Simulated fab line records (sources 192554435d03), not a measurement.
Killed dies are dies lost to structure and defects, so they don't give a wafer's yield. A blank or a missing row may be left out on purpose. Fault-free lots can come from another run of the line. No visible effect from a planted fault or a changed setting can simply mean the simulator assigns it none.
fab line records -- flow n5Finfet
[record] lots = 9, wafers = 27, lastDay = 17
route steps=1938 shown SD_EPI_N@289 SD_EPI_P@307 SD_ACTIVATION@334 ILD0@341 BEOL_M4@1111 PASSIVATION@1936
lots that met no fault: taken from a fault-free run of the same line
startH: hours from the record's first day to the start of the lot's first wafer shown -- waitH: time in hours since the lot's previous step -- " as in the row above -- L1.1+2: several wafers, shown together as one row -- - value missing, or start not given -- * or withheld: withheld -- < > ~ a bound
route shown NAME@n: NAME is a module with steps in the file, n the number in the route of the first one -- usual: the fault-free wafers' mean and standard deviation -- same: alike in all rows -- chamber/n: place in a boat -- sites: each site's reading -- _std_site: the values' standard deviation -- _edge_site: inner sites' mean taken away from outer sites' mean -- radiusMm: for every site, how far away it sits from the centre of the wafer -- mask NAME#n: copy n -- behind: tool/chamber where the wafer was last shaped -- hold: why the lot was held/for how many hours/how that ended -- device: which transistor (n, p or np) failed to switch -- end of line: the tests these same wafers got at the end of their route -- where a step has no rows: the recipe by itself -- killed: count of dies lost to structure and defects at first sort (not the wafer's yield) -- map: per-die view of a wafer (x killed, . not killed, _ where there is no die)
set.NAME: the setting as run; set.NAME@STEP: as run at that earlier step -- model.NAME: the simulator's own value behind a step, which no gauge read
steps of the route over a sample of lots; a table a step, a row a wafer
services: when a tool's chamber went out of use (startH, in hours from the record's first day, below 0 if earlier), for how many hours, and the reason
[[steps]]
[step N5_SD_EPI_N_EPI_MEAS_23]
[recipe] mode = xrd
[usual] thkNm = 58.7/1.2
lot.wafer,tool,chamber,startH,waitH,thkNm
L808.1,filmMetro-02,-,64.89,1.9,59.2
L808.4,filmMetro-02,-,64.89,1.9,57.6
L808.6,filmMetro-02,-,64.89,1.9,59.6
L813.3,filmMetro-01,-,96.91,0.9,58.1
L813.5,filmMetro-01,-,96.91,0.9,57.9
L813.6,filmMetro-01,-,96.91,0.9,59.2
L814.1,filmMetro-02,-,100.39,1.4,57.6
L814.2,filmMetro-02,-,100.39,1.4,57.3
L814.5,filmMetro-02,-,100.39,1.4,56.7
L815.2,filmMetro-01,-,106.59,1.2,58.1
L815.3,filmMetro-01,-,106.59,1.2,60.6
L815.4,filmMetro-01,-,106.59,1.2,57.7
L820.2,filmMetro-01,-,137.48,1.2,58.6
L820.3,filmMetro-01,-,137.48,1.2,59.6
L820.5,filmMetro-01,-,137.48,1.2,57.4
L822.1,filmMetro-02,-,148.98,1.9,59.6
L822.3,filmMetro-02,-,148.98,1.9,58.8
L822.4,filmMetro-02,-,148.98,1.9,59.5
L824.1,filmMetro-01,-,163.47,1.4,58.8
L824.2,filmMetro-01,-,163.47,1.4,59.7
L824.4,filmMetro-01,-,163.47,1.4,59.7
L826.3,filmMetro-02,-,175.81,1.2,59.5
L826.4,filmMetro-02,-,175.81,1.2,59.7
L826.5,filmMetro-02,-,175.81,1.2,57.4
L829.1,filmMetro-02,-,189.64,1.4,57.4
L829.2,filmMetro-02,-,189.64,1.4,60.7
L829.5,filmMetro-02,-,189.64,1.4,58.5
[step N5_SD_EPI_P_ETCH_36]
[recipe] chemistry = CF4, target = SiARC, targetDepthA = 455, maskMaterial = CAR-ArF-block, timeS = 75.8, ionEnergyEv = 80, pressureMtorr = 40, sourceW = 545, biasW = 36, Ar_flow_sccm = 100, cf4FlowSccm = 100, ends = cleared
[usual] drypumpMotorCurrentA = 5.5/0.46, etchRfOnTimeS = 75.1/2, oesProductAu = 0.66/0.076, rfVppV = 184.2/1.2, showerheadPlenumPTorr = 2.16/0.067, throttleValvePct = 15.61/0.17
lot.wafer,tool,chamber,startH,waitH,drypumpMotorCurrentA,etchRfOnTimeS,oesProductAu,rfHoursCounterH,rfVppV,showerheadPlenumPTorr,throttleValvePct
L808.1,rieDiel-04,0,65.98,0.0,5.4,76.2,0.59,243,184.8,2.11,15.80
L808.4,rieDiel-04,1,65.98,0.0,5.1,76.7,0.61,211,184.9,2.20,15.57
L808.6,rieDiel-04,2,65.98,0.0,4.7,75.4,0.58,-,183.4,2.04,15.86
L813.3,rieDiel-04,0,97.87,0.0,5.4,77.4,0.57,253,183.6,2.11,15.81
L813.5,rieDiel-04,0,97.87,0.0,5.4,77.3,0.58,-,183.6,2.11,15.81
L813.6,rieDiel-04,1,97.87,0.0,5.1,77.5,0.60,-,184.4,2.20,15.59
L814.1,rieDiel-01,3,101.89,0.0,5.7,74.1,0.62,171,185.9,2.23,15.62
L814.2,rieDiel-01,0,101.89,0.0,5.4,71.9,0.76,52,186.0,2.26,15.48
L814.5,rieDiel-01,0,101.89,0.0,5.3,72.1,0.76,-,185.2,2.26,15.46
L815.2,rieDiel-01,2,108.92,0.0,5.4,77.6,0.63,154,183.7,2.14,15.73
L815.3,rieDiel-01,0,108.92,0.0,5.3,72.2,0.75,54,186.8,2.26,15.46
L815.4,rieDiel-01,3,108.92,0.0,5.7,74.3,0.62,174,184.7,2.23,15.63
L820.2,rieDiel-02,0,138.55,0.0,6.5,74.6,0.60,235,184.2,2.19,15.46
L820.3,rieDiel-02,3,138.55,0.0,5.0,74.6,0.77,28,183.0,2.11,15.62
L820.5,rieDiel-02,0,138.55,0.0,6.5,75.4,0.59,-,185.2,2.19,15.47
L822.1,rieDiel-01,1,150.24,0.0,6.0,74.5,0.59,249,183.6,2.10,15.55
L822.3,rieDiel-01,0,150.24,0.0,5.3,72.7,0.73,67,185.5,2.25,15.50
L822.4,rieDiel-01,3,150.24,0.0,5.7,74.2,0.61,183,184.0,2.22,15.66
L824.1,rieDiel-01,2,164.54,0.0,5.5,76.1,0.62,174,182.7,2.13,15.76
L824.2,rieDiel-01,3,164.54,0.0,5.7,73.7,0.61,189,185.4,2.22,15.67
L824.4,rieDiel-01,2,164.54,0.0,5.4,76.6,0.62,-,184.3,2.13,15.76
L826.3,rieDiel-02,2,176.92,0.0,5.1,78.9,0.59,204,184.6,2.13,15.53
L826.4,rieDiel-02,1,176.92,0.0,5.6,73.2,0.64,157,186.1,2.24,15.84
L826.5,rieDiel-02,1,176.92,0.0,5.6,73.3,0.65,-,185.4,2.24,15.83
L829.1,rieDiel-04,3,192.01,0.0,5.9,77.0,0.59,218,181.8,2.04,16.05
L829.2,rieDiel-04,2,192.01,0.0,4.7,72.8,0.77,27,186.0,2.29,15.44
L829.5,rieDiel-04,2,192.01,0.0,4.7,73.1,0.77,-,184.9,2.29,15.44
[step N5_SD_EPI_P_INSPECT_26]
[recipe] inspectInstrument = darkfield, mode = postEpi
[usual] rawDefectCount = 171/31
lot.wafer,tool,chamber,startH,waitH,rawDefectCount
L808.1,defectInspect-01,-,69.79,0.0,219
L808.4,defectInspect-01,-,69.79,0.0,191
L808.6,defectInspect-01,-,69.79,0.0,224
L813.3,defectInspect-02,-,101.69,0.0,127
L813.5,defectInspect-02,-,101.69,0.0,165
L813.6,defectInspect-02,-,101.69,0.0,130
L814.1,defectInspect-01,-,107.54,0.0,220
L814.2,defectInspect-01,-,107.54,0.0,199
L814.5,defectInspect-01,-,107.54,0.0,212
L815.2,defectInspect-02,-,112.60,0.0,154
L815.3,defectInspect-02,-,112.60,0.0,127
L815.4,defectInspect-02,-,112.60,0.0,130
L820.2,defectInspect-02,-,143.10,0.0,157
L820.3,defectInspect-02,-,143.10,0.0,170
L820.5,defectInspect-02,-,143.10,0.0,130
L822.1,defectInspect-02,-,154.79,0.0,804
L822.3,defectInspect-02,-,154.79,0.0,920
L822.4,defectInspect-02,-,154.79,0.0,776
L824.1,defectInspect-01,-,168.24,0.0,913
L824.2,defectInspect-01,-,168.24,0.0,890
L824.4,defectInspect-01,-,168.24,0.0,913
L826.3,defectInspect-02,-,180.60,0.0,177
L826.4,defectInspect-02,-,180.60,0.0,181
L826.5,defectInspect-02,-,180.60,0.0,190
L829.1,defectInspect-01,-,195.69,0.0,210
L829.2,defectInspect-01,-,195.69,0.0,126
L829.5,defectInspect-01,-,195.69,0.0,169
[step N5_SD_ACTIVATION_INSPECT_02]
[recipe] inspectInstrument = darkfield, mode = postAnneal
[usual] rawDefectCount = 170/31
lot.wafer,tool,chamber,startH,waitH,rawDefectCount
L808.1,defectInspect-01,-,70.57,0.2,236
L808.4,defectInspect-01,-,70.57,0.2,177
L808.6,defectInspect-01,-,70.57,0.2,217
L813.3,defectInspect-01,-,102.44,0.1,145
L813.5,defectInspect-01,-,102.44,0.1,188
L813.6,defectInspect-01,-,102.44,0.1,145
L814.1,defectInspect-02,-,108.30,0.2,179
L814.2,defectInspect-02,-,108.30,0.2,160
L814.5,defectInspect-02,-,108.30,0.2,190
L815.2,defectInspect-02,-,113.36,0.2,148
L815.3,defectInspect-02,-,113.36,0.2,126
L815.4,defectInspect-02,-,113.36,0.2,137
L820.2,defectInspect-02,-,143.97,0.2,166
L820.3,defectInspect-02,-,143.97,0.2,169
L820.5,defectInspect-02,-,143.97,0.2,126
L822.1,defectInspect-02,-,155.75,0.2,797
L822.3,defectInspect-02,-,155.75,0.2,928
L822.4,defectInspect-02,-,155.75,0.2,769
L824.1,defectInspect-02,-,169.05,0.2,866
L824.2,defectInspect-02,-,169.05,0.2,837
L824.4,defectInspect-02,-,169.05,0.2,874
L826.3,defectInspect-01,-,181.38,0.1,227
L826.4,defectInspect-01,-,181.38,0.1,193
L826.5,defectInspect-01,-,181.38,0.1,227
L829.1,defectInspect-01,-,196.47,0.2,222
L829.2,defectInspect-01,-,196.47,0.2,125
L829.5,defectInspect-01,-,196.47,0.2,165
[step N5_ILD0_THK_MEAS_08]
[usual] thkNm = 139.1/1.1
lot.wafer,tool,chamber,startH,waitH,thkNm
L808.1,filmMetro-02,-,73.60,-,140.2
L808.4,filmMetro-02,-,73.60,-,140.7
L808.6,filmMetro-02,-,73.60,-,139.6
L813.3,filmMetro-01,-,105.73,-,138.1
L813.5,filmMetro-01,-,105.73,-,138.9
L813.6,filmMetro-01,-,105.73,-,136.9
L814.1,filmMetro-02,-,111.49,-,140.0
L814.2,filmMetro-02,-,111.49,-,138.1
L814.5,filmMetro-02,-,111.49,-,140.6
L815.2,filmMetro-01,-,116.84,-,139.0
L815.3,filmMetro-01,-,116.84,-,138.8
L815.4,filmMetro-01,-,116.84,-,139.8
L820.2,filmMetro-02,-,147.52,-,139.2
L820.3,filmMetro-02,-,147.52,-,138.2
L820.5,filmMetro-02,-,147.52,-,139.5
L822.1,filmMetro-01,-,158.79,-,138.7
L822.3,filmMetro-01,-,158.79,-,139.1
L822.4,filmMetro-01,-,158.79,-,137.9
L824.1,filmMetro-02,-,172.07,-,138.4
L824.2,filmMetro-02,-,172.07,-,141.0
L824.4,filmMetro-02,-,172.07,-,139.1
L826.3,filmMetro-02,-,185.10,-,137.7
L826.4,filmMetro-02,-,185.10,-,139.6
L826.5,filmMetro-02,-,185.10,-,138.4
L829.1,filmMetro-01,-,199.49,-,139.4
L829.2,filmMetro-01,-,199.49,-,140.8
L829.5,filmMetro-01,-,199.49,-,139.5
[step N5_ILD0_THK_MEAS_13]
[usual] thkNm = 17.6/1
lot.wafer,tool,chamber,startH,waitH,thkNm
L808.1,filmMetro-02,-,77.29,-,16.7
L808.4,filmMetro-02,-,77.29,-,18.8
L808.6,filmMetro-02,-,77.29,-,18.1
L813.3,filmMetro-02,-,108.94,-,15.6
L813.5,filmMetro-02,-,108.94,-,16.8
L813.6,filmMetro-02,-,108.94,-,18.3
L814.1,filmMetro-01,-,114.70,-,19.2
L814.2,filmMetro-01,-,114.70,-,18.9
L814.5,filmMetro-01,-,114.70,-,20.2
L815.2,filmMetro-02,-,120.30,-,19.0
L815.3,filmMetro-02,-,120.30,-,17.9
L815.4,filmMetro-02,-,120.30,-,18.4
L820.2,filmMetro-01,-,150.95,-,17.4
L820.3,filmMetro-01,-,150.95,-,16.2
L820.5,filmMetro-01,-,150.95,-,17.1
L822.1,filmMetro-01,-,162.05,-,19.6
L822.3,filmMetro-01,-,162.05,-,17.2
L822.4,filmMetro-01,-,162.05,-,20.0
L824.1,filmMetro-02,-,175.28,-,17.3
L824.2,filmMetro-02,-,175.28,-,17.4
L824.4,filmMetro-02,-,175.28,-,16.9
L826.3,filmMetro-01,-,188.45,-,16.0
L826.4,filmMetro-01,-,188.45,-,17.5
L826.5,filmMetro-01,-,188.45,-,16.7
L829.1,filmMetro-02,-,202.70,-,18.2
L829.2,filmMetro-02,-,202.70,-,18.2
L829.5,filmMetro-02,-,202.70,-,19.7
[step N5_BEOL_M4_RC_MEAS_101]
[usual] DIBL_N = 35.8/1.8, DIBL_P = 35.6/2, IOFF_N = 0.148/0.028, IOFF_P = 0.20/0.034, ION_N = 672/12, ION_P = 462/8.5, SS_N = 71.2/0.65, SS_P = 73.1/0.67, VT_N = 251/3.3, VT_P = -251/3.8
lot.wafer,tool,chamber,startH,waitH,DIBL_N[mV/V],DIBL_P[mV/V],IOFF_N[nA/um],IOFF_P[nA/um],ION_N[uA/um],ION_P[uA/um],SS_N[mV/dec],SS_P[mV/dec],VT_N[mV],VT_P[mV]
L808.1,prober-01,0,168.26,0.0,35.3,35.9,0.161,0.22,685,471,71.8,73.3,252,-248
L808.4,prober-01,0,168.26,0.0,34.6,34.8,0.154,0.20,675,462,71.3,73.1,250,-248
L808.6,prober-01,0,168.26,0.0,35.5,35.3,0.159,0.22,682,471,72.4,72.5,252,-248
L813.3,prober-01,0,202.41,0.3,38.1,36.8,0.191,0.26,692,481,71.9,72.9,247,-244
L813.5,prober-01,0,202.41,0.3,37.8,36.6,0.178,0.26,686,475,71.9,73.2,247,-242
L813.6,prober-01,0,202.41,0.3,37.9,36.3,0.174,0.23,685,468,71.4,73.2,248,-246
L814.1,prober-01,0,204.22,0.0,33.9,31.6,0.107,0.17,652,459,70.5,72.6,255,-251
L814.2,prober-01,0,204.22,0.0,36.2,35.5,0.157,0.23,682,474,71.4,73.2,250,-246
L814.5,prober-01,0,204.22,0.0,36.4,35.4,0.153,0.22,667,462,71.6,73.1,250,-247
L815.2,prober-02,0,218.26,0.2,34.6,34.3,0.121,0.19,663,457,70.1,73.5,253,-249
L815.3,prober-02,0,218.26,0.2,35.9,35.7,0.136,0.21,674,467,71.3,72.8,252,-247
L815.4,prober-02,0,218.26,0.2,35.2,34.7,0.137,0.19,677,468,70.8,72.4,250,-249
L820.2,prober-01,0,244.85,0.2,34.9,35.3,0.141,0.21,672,466,71.2,72.7,251,-248
L820.3,prober-01,0,244.85,0.2,34.6,34.7,0.142,0.21,671,473,70.9,72.8,252,-251
L820.5,prober-01,0,244.85,0.2,34.2,35.1,0.134,0.21,673,463,70.0,72.3,249,-251
L822.1,prober-01,0,262.51,0.0,37.7,38.3,0.189,0.22,685,463,71.8,74.0,249,-252
L822.3,prober-01,0,262.51,0.0,34.0,33.9,0.121,0.17,668,460,71.3,72.1,255,-254
L822.4,prober-01,0,262.51,0.0,33.2,32.5,0.106,0.14,656,452,70.4,72.6,255,-257
L824.1,prober-01,0,267.31,0.0,38.5,39.8,0.191,0.25,679,463,72.1,73.7,248,-248
L824.2,prober-01,0,267.31,0.0,35.8,34.5,0.137,0.17,663,454,71.6,73.0,252,-252
L824.4,prober-01,0,267.31,0.0,35.6,36.1,0.146,0.18,683,466,71.5,73.1,251,-255
L826.3,prober-02,0,283.24,0.3,36.4,33.2,0.145,0.16,671,454,71.8,73.0,253,-257
L826.4,prober-02,0,283.24,0.3,39.3,36.0,0.208,0.19,659,443,72.7,73.9,249,-253
L826.5,prober-02,0,283.24,0.3,37.4,35.8,0.170,0.20,685,459,71.3,73.8,249,-250
L829.1,prober-02,0,310.71,0.0,34.5,34.1,0.145,0.19,673,471,70.7,72.4,249,-249
L829.2,prober-02,0,310.71,0.0,35.1,35.6,0.163,0.21,687,470,70.5,72.9,246,-247
L829.5,prober-02,0,310.71,0.0,35.3,35.2,0.164,0.21,692,469,70.9,72.9,247,-247
[step N5_PASSIVATION_PROBE_49]
[usual] defectLimitedYield = 91.3/1.5, killed_at_M0_to_M3 = 34/11, killed_at_M4_up = 14/6.1, killedAtContacts = 12/5.9, killedAtFrontEnd = 39/11, killedAtOther = 4/3.3, killedDies = 102/18, killedOnRim = 13/3.8, killedOpen = 67/13, killedShort = 33/7.9, sort_bin_5_function = 5.1/1, sort_bin_6_memory = 3.3/0.7, sortNPass = 1077/19, sortYieldPct = 91.3/1.6
[same] grossDies = 1180, killedAtBackSide = 0, sort_bin_4_leakage[%] = 0, sort_bin_8_speed[%] = 0
lot.wafer,tool,chamber,startH,waitH,defectLimitedYield[%],killed_at_M0_to_M3,killed_at_M4_up,killedAtContacts,killedAtFrontEnd,killedAtOther,killedDies,killedOnRim,killedOpen,killedShort,sort_bin_5_function[%],sort_bin_6_memory[%],sortNPass,sortYieldPct[%]
L814.1,prober-01,-,306.55,0.0,91.0,38,11,12,41,4,106,10,70,36,5.0,3.8,1074,91.0
L814.2,prober-01,-,306.60,0.1,91.7,21,19,12,40,6,98,18,71,27,5.2,3.0,1082,91.7
L814.5,prober-01,-,306.75,0.2,89.4,29,24,10,60,2,125,16,96,29,6.4,4.1,1055,89.4
L815.2,prober-01,-,322.07,0.1,92.1,30,17,11,27,8,93,12,56,32,4.9,2.7,1087,92.1
L815.3,prober-01,-,322.12,0.1,91.2,44,12,13,33,2,104,14,66,34,5.5,3.1,1076,91.2
L815.4,prober-01,-,322.17,0.2,91.1,33,11,17,44,0,105,6,67,37,5.2,3.6,1075,91.1
L824.1,prober-02,-,373.43,0.0,82.0,27,14,8,160,3,212,15,54,27,10.5,4.4,968,82.0
L824.2,prober-02,-,373.48,0.1,88.8,20,9,15,88,0,132,27,44,20,6.6,2.5,1048,88.8
L824.4,prober-02,-,373.58,0.2,81.8,33,11,5,164,2,215,12,55,28,11.4,4.6,965,81.8
L822.1,prober-02,-,376.29,0.0,79.2,15,29,30,163,9,246,21,77,41,13.5,4.1,934,79.2
L822.3,prober-02,-,376.39,0.1,80.8,16,25,14,165,7,227,29,75,25,12.5,4.1,953,80.8
L822.4,prober-02,-,376.44,0.2,85.1,41,14,6,114,1,176,34,80,35,9.2,3.9,1004,85.1
// killed by level:class
L814.1 MOL_CONTACT_COAG:geometricParticle:open=11 STI_FIN_REVEAL:geometricParticle:open=8 BEOL_M4:geometricParticle:open=8 FIN_SAQP:geometricParticle:short=7 BEOL_M0_SAQP:geometricParticle:short=7 BEOL_M2:geometricParticle:open=7 GATE_CUT:geometricParticle:short=6 BEOL_M3:geometricParticle:open=6
L814.2 MOL_CONTACT_COAG:geometricParticle:open=10 FIN_SAQP:geometricParticle:open=9 BEOL_M5:geometricParticle:open=9 BEOL_M3:geometricParticle:open=7 STARTING-WAFER:geometricParticle:open=6 STI_FIN_REVEAL:geometricParticle:open=5 FIN_SAQP:geometricParticle:short=3 DUMMY_GATE:geometricParticle:open=3
L814.5 FIN_SAQP:geometricParticle:open=25 BEOL_M4:geometricParticle:open=16 STI_FIN_REVEAL:geometricParticle:open=15 BEOL_M3:geometricParticle:open=13 BEOL_M0_SAQP:geometricParticle:short=8 FIN_SAQP:geometricParticle:short=7 MOL_CONTACT_COAG:geometricParticle:open=6 MOL_CONTACT_COAG:geometricParticle:short=4
L815.2 FIN_SAQP:geometricParticle:open=8 MOL_CONTACT_COAG:geometricParticle:open=7 BEOL_M0_SAQP:geometricParticle:open=7 BEOL_M3:geometricParticle:open=7 BEOL_M0_SAQP:geometricParticle:short=6 BEOL_M2:geometricParticle:open=5 PAD_METAL:geometricParticle:short=5 FIN_SAQP:geometricParticle:short=4
L815.3 BEOL_M3:geometricParticle:open=11 BEOL_M0_SAQP:geometricParticle:open=10 MOL_CONTACT_COAG:geometricParticle:open=8 BEOL_M0_SAQP:geometricParticle:short=8 FIN_SAQP:geometricParticle:open=7 FIN_SAQP:geometricParticle:short=7 GATE_CUT:geometricParticle:short=4 MOL_CONTACT_COAG:geometricParticle:short=4
L815.4 MOL_CONTACT_COAG:geometricParticle:open=14 GATE_CUT:geometricParticle:short=11 BEOL_M0_SAQP:geometricParticle:open=9 BEOL_M0_SAQP:geometricParticle:short=8 BEOL_M3:geometricParticle:open=7 STI_FIN_REVEAL:geometricParticle:open=6 GATE_CUT:geometricParticle:open=6 FIN_SAQP:geometricParticle:short=5
L824.1 SD_EPI_P:unspecified=130 BEOL_M0_SAQP:geometricParticle:short=9 MOL_CONTACT_COAG:geometricParticle:open=8 FIN_SAQP:geometricParticle:open=7 FIN_SAQP:geometricParticle:short=7 STI_FIN_REVEAL:geometricParticle:open=6 BEOL_M0_SAQP:geometricParticle:open=6 BEOL_M3:geometricParticle:open=6
L824.2 SD_EPI_P:unspecified=59 MOL_CONTACT_COAG:geometricParticle:open=10 FIN_SAQP:geometricParticle:open=6 BEOL_M4:geometricParticle:open=6 MOL_CONTACT_COAG:geometricParticle:short=5 BEOL_M0_SAQP:geometricParticle:short=5 HKMG_FIN:areaEtch=5 FIN_SAQP:geometricParticle:short=4
L824.4 SD_EPI_P:unspecified=130 FIN_SAQP:geometricParticle:open=15 FIN_SAQP:geometricParticle:short=8 BEOL_M0_SAQP:geometricParticle:open=8 BEOL_M0:geometricParticle:open=6 BEOL_M3:geometricParticle:open=6 BEOL_M4:geometricParticle:open=6 MOL_CONTACT_COAG:geometricParticle:open=5
L822.1 SD_EPI_P:unspecified=121 MOL_CONTACT_COAG:geometricParticle:open=20 MOL_CONTACT_COAG:geometricParticle:short=10 BEOL_M4:geometricParticle:open=9 FIN_SAQP:geometricParticle:short=8 DUMMY_GATE:geometricParticle:open=8 STI_FIN_REVEAL:geometricParticle:open=7 BEOL_M2:geometricParticle:open=7
L822.3 SD_EPI_P:unspecified=121 FIN_SAQP:geometricParticle:open=13 MOL_CONTACT_COAG:geometricParticle:open=13 BEOL_M4:geometricParticle:open=11 STI_FIN_REVEAL:geometricParticle:open=6 DUMMY_GATE:geometricParticle:open=5 BEOL_M3:geometricParticle:open=5 BEOL_M4:geometricParticle:short=4
L822.4 SD_EPI_P:unspecified=58 STI_FIN_REVEAL:geometricParticle:open=23 STI_FIN_REVEAL:geometricParticle:short=9 BEOL_M2:geometricParticle:open=9 BEOL_M3:geometricParticle:open=9 FIN_SAQP:geometricParticle:short=8 BEOL_M4:geometricParticle:open=8 FIN_SAQP:geometricParticle:open=6
[[services]]
tool,chamber,startH,hours,kind
rieDiel-01,0,42.37,4.5,repair
rieDiel-04,-,44.68,15.6,pm
rieDiel-01,0,51.11,3.1,repair
rieDiel-02,2,57.22,10.9,repair
rieDiel-02,-,84.23,0.9,repair
rieDiel-04,2,86.26,-,clean
rieDiel-04,2,86.26,-,consumableReplace:focusRing
rieDiel-04,2,86.26,-,consumableReplace:showerhead
rieDiel-04,2,86.26,30.1,scheduledDown
rieDiel-04,2,86.26,30.1,ventCycle
rieDiel-02,2,87.37,1.3,repair
rieDiel-02,1,89.59,5.3,repair
rieDiel-01,1,91.99,3.6,repair
rieDiel-02,2,94.72,4.8,repair
rieDiel-04,0,116.36,-,clean
rieDiel-04,0,116.36,-,consumableReplace:focusRing
rieDiel-04,0,116.36,15.9,scheduledDown
rieDiel-04,0,116.36,15.9,ventCycle
rieDiel-01,1,151.64,-,clean
rieDiel-01,1,151.64,-,consumableReplace:focusRing
rieDiel-01,1,151.64,17.7,scheduledDown
rieDiel-01,1,151.64,17.7,ventCycle
rieDiel-04,1,178.16,-,clean
rieDiel-01,1,187.31,5.4,repair
[[key]]
[firstSign] step = N5_SD_EPI_P_INSPECT_26, reading = rawDefectCount, direction = up, sigmas = 23, usual = 171, struck = 869
[effect] step = N5_SD_ACTIVATION_INSPECT_02, reading = rawDefectCount, direction = up, sigmas = 22, usual = 170, struck = 845
[effect] step = N5_PASSIVATION_PROBE_49, reading = killedAtFrontEnd, direction = up, sigmas = 9.8, usual = 39, struck = 142
[moreKillsBornAt] N5_SD_EPI_P_ETCH_36@rieDiel-01 = 619
metAt N5_SD_EPI_P_ETCH_36
struckLots L822,L824
notActingAt N5_SD_EPI_N_EPI_MEAS_23,N5_ILD0_THK_MEAS_08,N5_ILD0_THK_MEAS_13
onsetBetween 108.92 150.24
[fault] kind = chamberParticleSource, tool = rieDiel-01, chamber = -, onsetH = 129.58, steps = N5_SD_EPI_P_ETCH_36, ratePerVisitCm2 = 1.0458, endH = 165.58
